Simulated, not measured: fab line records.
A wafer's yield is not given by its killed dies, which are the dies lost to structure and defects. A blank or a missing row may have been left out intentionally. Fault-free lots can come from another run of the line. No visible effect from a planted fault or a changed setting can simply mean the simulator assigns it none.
Matching of chambers    flow n5Finfet    N5_BEOL_M0_SAQP_ALD_48 on aldSin-04 has 4 sister chambers
The step deposits SiO2, target thk 20 nm, pulse time 1 s, co reactant pulse time 1 s. 4 wafers are shown with their chamber, then 9 later ones without.

WAFERS PAIRED WITH THEIR CHAMBERS
wafer   chamber  heaterPowerW (W)
L081.2  2        89
L083.1  3        85
L083.2  1        76
L083.4  0        72

WAFERS WITHOUT THEIR CHAMBER
wafer   heaterPowerW (W)
L088.2  71
L088.3  85
L088.5  73
L094.3  87
L094.4  88
L094.5  70
L091.1  86
L091.2  72
L091.3  76

CHAMBER TAKEN BY EACH
wafer   from the rows above      in truth
L088.2  0                        0
L088.3  3                        3
L088.5  can't be placed: 0 or 1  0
L094.3  can't be placed: 2 or 3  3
L094.4  can't be placed: 2 or 3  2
L094.5  0                        0
L091.1  can't be placed: 3 or 2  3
L091.2  0                        0
L091.3  1                        1
Correct placement for 5 of the 9. Can't be placed from these rows: 4 (the true chamber is among the candidates in 4). Wrongly placed: 0.
How it was worked out, from the rows above alone: a wafer's distance from a chamber is the root of the sum, over the readings, of the square of ((its reading less the chamber's mean) divided by the reading's scatter). If the next closest chamber is less than 2 further off than the closest, the wafer can't be placed; otherwise it belongs to the closest. A chamber's mean is the mean of its shown wafers. The scatter: with one shown wafer a chamber, the root of the mean of the squares of how far each hidden wafer lies from its nearest shown one.
